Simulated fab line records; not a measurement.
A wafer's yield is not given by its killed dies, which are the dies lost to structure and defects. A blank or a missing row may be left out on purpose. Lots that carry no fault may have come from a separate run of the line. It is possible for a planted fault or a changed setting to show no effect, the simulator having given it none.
Chamber matching | flow nand-harc | 3 sister chambers for NHARC_A_STAIRCASE_DEP_325 on pecvd-03
The step deposits SiO2, target thk 3800 nm. 6 wafers are shown with their chamber, then 10 later ones without.

## EACH WAFER AND ITS CHAMBER
wafer  | chamber | heater-power-w (W) | heater-power-outer-w (W)
L083.3 | 0       | 830                | 494
L084.1 | 1       | 735                | 404
L084.2 | 2       | 568                | 343
L084.3 | 0       | 858                | 535
L088.1 | 1       | 685                | 388
L088.2 | 2       | 664                | 415

## WAFERS WITHOUT THEIR CHAMBER
wafer  | heater-power-w (W) | heater-power-outer-w (W)
L088.4 | 661                | 358
L089.1 | 618                | 388
L089.2 | 766                | 426
L089.5 | 551                | 327
L093.3 | 619                | 386
L093.5 | 544                | 325
L093.6 | 689                | 403
L095.2 | 668                | 420
L095.4 | 704                | 406
L095.5 | 545                | 332

## EACH ONE'S CHAMBER
wafer  | from the rows above     | in truth
L088.4 | can't be placed: 2 or 1 | 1
L089.1 | can't be placed: 2 or 1 | 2
L089.2 | can't be placed: 1 or 0 | 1
L089.5 | can't be placed: 2 or 1 | 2
L093.3 | can't be placed: 2 or 1 | 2
L093.5 | can't be placed: 2 or 1 | 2
L093.6 | can't be placed: 1 or 2 | 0
L095.2 | can't be placed: 1 or 2 | 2
L095.4 | can't be placed: 1 or 2 | 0
L095.5 | can't be placed: 2 or 1 | 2
0 of 10 placed correctly. Not placeable from these rows: 10 (in 8, the candidates include the true chamber). Number placed wrongly: 0.
How it was worked out, from the rows above alone: a wafer's distance from a chamber is the root of the sum, over the readings, of the square of ((its reading less the chamber's mean) divided by the reading's scatter). If the next closest chamber is less than 2 further off than the closest, the wafer can't be placed; otherwise it belongs to the closest. The mean given for a chamber averages the wafers shown for that chamber. The scatter is the square root of a quotient: the sum, over the shown wafers, of each reading's squared deviation from its chamber's mean, divided by wafers minus chambers.
